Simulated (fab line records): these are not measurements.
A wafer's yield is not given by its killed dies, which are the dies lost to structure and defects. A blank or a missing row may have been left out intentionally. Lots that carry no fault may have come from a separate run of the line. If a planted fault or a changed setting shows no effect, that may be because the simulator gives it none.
A struck lot beside a sound one :: flow n5_finfet :: 15 steps out of a route of 1938
Sound: wafers L565.1, L565.3, L565.4. Struck: wafer L573.2. (L573.1, L573.3 of the same lot were not struck and are left out.) The cause comes at the end.
For every step that has rows: the tool of each side, followed by ch and its chambers, followed by its first start. Under that, the readings that differ: sound wafers :: struck wafers :: difference of the means :: sigmas: that difference in standard deviations of wafers without a fault.
alike: readings with means less than 2 such deviations apart, plus words and numbers identical on both sides. not compared: withheld readings, readings lacking a value on some wafer, bounds such as >300 that could conceal the same value, and numbers that have no deviation in the record and whose values overlap.
Wherever a step has rows on one side only, a row that says differs or no value, or a row with sigmas, the two part there. When numbers do not overlap yet have no deviation, they are printed without sigmas and do not part them. A reading that every wafer of one side lacks parts them only if that side has two wafers or more.

first, 4 steps without rows for these wafers: N5_BEOL_M6_SOFTBAKE_06 (time 60 s); N5_BEOL_M6_EXPOSE_08 (exposes mask M6); N5_BEOL_M6_PEB_09 (peb time 60 s); N5_BEOL_M6_DEVELOP_10 (develop time 30 s).
N5_BEOL_M6_CD_MEAS_11: target cd 38.5 nm.
  sound on cd_sem-01 ch 0, day 10 16:49; struck on cd_sem-03 ch 0, day 12 13:40
  alike: cd_nm
N5_BEOL_M6_OVL_MEAS_12:
  sound on overlay-01 ch 0, day 10 16:51; struck on overlay-02 ch 0, day 12 13:41
  alike: M6_OVL
N5_BEOL_M6_INSPECT_13: inspects for defects (brightfield).
  sound on defect_inspect-02 at day 10 16:52; struck on defect_inspect-02 at day 12 13:43
  alike: raw_defect_count
N5_BEOL_M6_DESCUM_16: chemistry O2, time 7.9 s.
  sound on rie_diel-05 ch 1,2,3, day 10 17:08; struck on rie_diel-06 ch 3, day 12 13:59
reading: drypump_motor_current_A (A)
sound: 6.3 5.9 5.8
struck: 5.1
difference: -0.9
sigmas: -2
  alike: o2_flow_sccm, oes_product_au, rf_vpp_V, showerhead_plenum_p_Torr, throttle_valve_pct
  not compared: rf_hours_counter_h
N5_BEOL_M6_ETCH_61: etches SiARC in CF4, target depth 45.5 nm, time 75.8 s.
  sound on rie_diel-05 ch 1,2,3, day 10 17:10; struck on rie_diel-06 ch 3, day 12 14:01
reading: drypump_motor_current_A (A)
sound: 6.3 5.9 5.8
struck: 5.1
difference: -0.9
sigmas: -2
  alike: etch_rf_on_time_s, mfc_ar_sccm, oes_product_au, rf_vpp_V, showerhead_plenum_p_Torr, throttle_valve_pct
  not compared: rf_hours_counter_h
N5_BEOL_M6_ETCH_62: etches SOC in N2/H2, target depth 110 nm, overetch 22 nm, time 165 s.
  sound on rie_diel-05 ch 1,2,3, day 10 17:13; struck on rie_diel-06 ch 3, day 12 14:04
reading: drypump_motor_current_A (A)
sound: 6.3 5.9 5.8
struck: 5.1
difference: -0.9
sigmas: -2
  alike: n2_flow_sccm, oes_product_au, rf_vpp_V, showerhead_plenum_p_Torr, throttle_valve_pct
  not compared: rf_hours_counter_h
then, 1 step without rows for these wafers: N5_BEOL_M6_STRIP_68 (strips in N2/H2).
N5_BEOL_M6_STRIP_67: strips in CF4.
  sound on rie_diel-05 ch 1,2,3, day 10 17:22; struck on rie_diel-06 ch 3, day 12 14:13
reading: drypump_motor_current_A (A)
sound: 6.3 5.8 5.8
struck: 5.1
difference: -0.9
sigmas: -2
  alike: oes_product_au, rf_vpp_V, showerhead_plenum_p_Torr, throttle_valve_pct
  not compared: rf_hours_counter_h
N5_BEOL_M6_HM_OPEN_17: chemistry Cl2/BCl3, target TiN, target depth 20 nm, overetch 6 nm.
  sound on rie_metal-02 ch 0,1, day 10 17:25; struck on rie_metal-02 ch 1, day 12 14:15
reading: model.SOC_of_BEOL_M6_COAT_59.thk_nm (nm)
sound: 92.4 92.6 92.2
struck: 89.2
difference: -3.2
sigmas: 
  alike: drypump_motor_current_A, mfc_ar_sccm, oes_product_au, throttle_valve_pct
  not compared: rf_hours_counter_h
N5_BEOL_M6_STRIP_19: strips in O2.
  sound on rie_diel-01 ch 0,2,3, day 10 17:31; struck on rie_diel-05 ch 1, day 12 14:22
reading: showerhead_plenum_p_Torr (Torr)
sound: 2.16 2.14 2.16
struck: 2.02
difference: -0.13
sigmas: -2
  alike: drypump_motor_current_A, o2_flow_sccm, oes_product_au, rf_vpp_V, throttle_valve_pct
  not compared: rf_hours_counter_h
following that, these wafers have no rows for 1 step: N5_PASSIVATION_PROBE_49.

## WHERE THEY PART
Earliest at N5_BEOL_M6_DESCUM_16; latest, in this record, at N5_BEOL_M6_STRIP_19.

WHY: what had been put in by the simulator
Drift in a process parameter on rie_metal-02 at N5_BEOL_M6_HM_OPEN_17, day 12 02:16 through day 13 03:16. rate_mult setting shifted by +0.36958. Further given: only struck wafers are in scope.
